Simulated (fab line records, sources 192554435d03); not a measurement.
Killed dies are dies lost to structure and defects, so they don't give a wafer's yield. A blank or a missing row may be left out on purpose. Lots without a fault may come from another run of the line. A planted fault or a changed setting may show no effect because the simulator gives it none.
Split-lot experiment | flow n5_finfet | 7 lots, 21 wafers read, on a route of 1938 steps

THE SPLIT
At N5_GATE_CUT_ETCH_58 (etches SiNx in CH3F/O2, target depth 17 nm, time 128.6 s), the setting time_s was moved away from the recipe's 128.6 s on 8 of the 21 wafers read, by -13.9% to +17.4%. The other wafers ran this setting at the recipe's value.

The reading is taken at the split's own step.

THE READING
etch.depth_nm (the simulator's own value, which no gauge read), in nm, at N5_GATE_CUT_ETCH_58 (etches SiNx in CH3F/O2, target depth 17 nm, time 128.6 s). The file gives no usual value for it. The 13 wafers here that ran the recipe average 16.91 nm, standard deviation 0.44 nm.

wafer  | tool, chamber at the split | time_s as run, s | against the recipe | etch.depth_nm, nm | against lot-mates on the recipe
L074.3 | rie_diel-05, 2             | 151              | +17.4%             | 19.45             | +2.33
L074.4 | rie_diel-05, 1             | 128.6            | recipe             | 17.12             | -
L074.6 | rie_diel-05, 1             | 151              | +17.4%             | 19.73             | +2.61
L082.3 | rie_diel-05, 2             | 128.6            | recipe             | 16.89             | -
L082.5 | rie_diel-05, 2             | 128.6            | recipe             | 16.89             | -
L082.4 | rie_diel-05, 0             | 128.6            | recipe             | 17.27             | -
L084.2 | rie_diel-01, 1             | 128.6            | recipe             | 16.67             | -
L084.5 | rie_diel-01, 0             | 128.6            | recipe             | 16.49             | -
L084.6 | rie_diel-01, 1             | 128.6            | recipe             | 16.66             | -
L087.2 | rie_diel-05, 0             | 149.3            | +16.1%             | 20.35             | +2.83
L087.3 | rie_diel-05, 1             | 149.3            | +16.1%             | 19.74             | +2.22
L087.4 | rie_diel-05, 0             | 128.6            | recipe             | 17.52             | -
L089.3 | rie_diel-04, 1             | 110.7            | -13.9%             | 14.82             | -2.78
L089.4 | rie_diel-04, 0             | 110.7            | -13.9%             | 14.46             | -3.14
L089.6 | rie_diel-04, 3             | 128.6            | recipe             | 17.6              | -
L096.1 | rie_diel-04, 0             | 142.2            | +10.6%             | 18.57             | +1.25
L096.2 | rie_diel-04, 1             | 142.2            | +10.6%             | 19.22             | +1.90
L096.6 | rie_diel-04, 2             | 128.6            | recipe             | 17.32             | -
L097.4 | rie_diel-05, 1             | 128.6            | recipe             | 16.59             | -
L097.5 | rie_diel-05, 2             | 128.6            | recipe             | 16.86             | -
L097.6 | rie_diel-05, 3             | 128.6            | recipe             | 15.96             | -

THE FIT
A straight line over all 21 wafers: etch.depth_nm changes by +0.171 nm for each +1% of time_s; r = +0.96; the points scatter about the line by 0.43 nm.
The same after taking each lot's own level away (the mean of its wafers on the recipe; 21 wafers): +0.168 nm for each +1%; r = +0.98; scatter 0.32 nm.
On that fit, the largest move of time_s shifts the reading by 2.9 nm.
The lots' own levels span 16.470 to 17.600 nm, that is 2.6 times the standard deviation above.
So the lot-to-lot level changes the slope little: the two slopes agree.
Check: with one of the wafers moved furthest among these (+17.4%) left out of the fit, the line predicts +2.89 nm for it against its lot-mates. It came out at +2.33 nm against them.

OTHER SPLITS ON THESE WAFERS
These wafers also went through other splits before the reading. Each is held against what the fit with the lots' levels taken away leaves over:
other split on the same wafers            | wafers away from the commonest value | r with etch.depth_nm (lot level and that fit taken away)
N5_WELL_APT_COAT_02 spin_rpm              | 6                                    | +0.22
N5_WELL_APT_PEB_06 peb_temp_c             | 8                                    | -0.31
N5_PMOS_HMC_CHANNEL_EPI_PEB_07 peb_time_s | 8                                    | -0.19
N5_PMOS_HMC_CHANNEL_EPI_ETCH_32 bias_w    | 6                                    | +0.07
N5_SD_EPI_N_EPI_21 time_s                 | 8                                    | +0.09
N5_SD_EPI_P_EPI_21 epi_growth_time_s      | 4                                    | +0.19
N5_SD_ACTIVATION_LSA_01 temp_c            | 9                                    | -0.14
N5_HKMG_FIN_ETCH_54 bias_w                | 6                                    | +0.20
N5_HKMG_FIN_ETCH_55 time_s                | 7                                    | -0.20

THE FILE'S OWN FIT
etch.depth_nm changes by +0.163 nm for each +1% of time_s, r = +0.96.
